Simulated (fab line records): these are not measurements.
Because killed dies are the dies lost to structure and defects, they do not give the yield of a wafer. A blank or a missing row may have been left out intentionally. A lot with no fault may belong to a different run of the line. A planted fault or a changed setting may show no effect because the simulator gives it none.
Which of the tools did it? | flow nand_harc | at 1 step of a route of 1302, 7 lots with 21 wafers sampled

## WHAT EACH GAUGE READ, for each wafer
NHARC_A_SLIT_INSPECT_11.
lot  | measured     | on                | raw_defect_count
L918 | day 20 08:38 | defect_inspect-02 | 58 61 77
L922 | day 22 14:10 | defect_inspect-01 | 70 82 74
L925 | day 24 17:07 | defect_inspect-01 | 13 20 8
L932 | day 25 12:13 | defect_inspect-01 | 47 55 53
L933 | day 27 00:04 | defect_inspect-01 | 31 23 21
L935 | day 27 23:14 | defect_inspect-02 | 70 65 57
L939 | day 29 21:50 | defect_inspect-01 | 36 48 40

## WHAT TOOL EACH LOT RAN ON (gives the tool, then ch and the chambers of the sampled wafers, and finally the start)
No process step before these readings appears in the record.

## THE ANSWER, worked out from the rows above alone
Rule: the usual values come from the lots themselves. Put in order of their means at a reading, lots are off if they are a third of the lots or fewer, leave a main group of 4 or more, and stand apart from it by a gap of 3 or more times the standard deviation of the main group's means; of several such gaps the widest counts. If all means in a main group match to the digits the tables above print for the reading, that group is not used. A lot without any number at a reading at which 4 lots or more have one is off too. Where the step has rows for the other lots, those lots are counted as sound.
No lot is off on any of the readings shown, so nothing can be concluded from this.

## WHAT THE SIMULATOR HAD PUT IN
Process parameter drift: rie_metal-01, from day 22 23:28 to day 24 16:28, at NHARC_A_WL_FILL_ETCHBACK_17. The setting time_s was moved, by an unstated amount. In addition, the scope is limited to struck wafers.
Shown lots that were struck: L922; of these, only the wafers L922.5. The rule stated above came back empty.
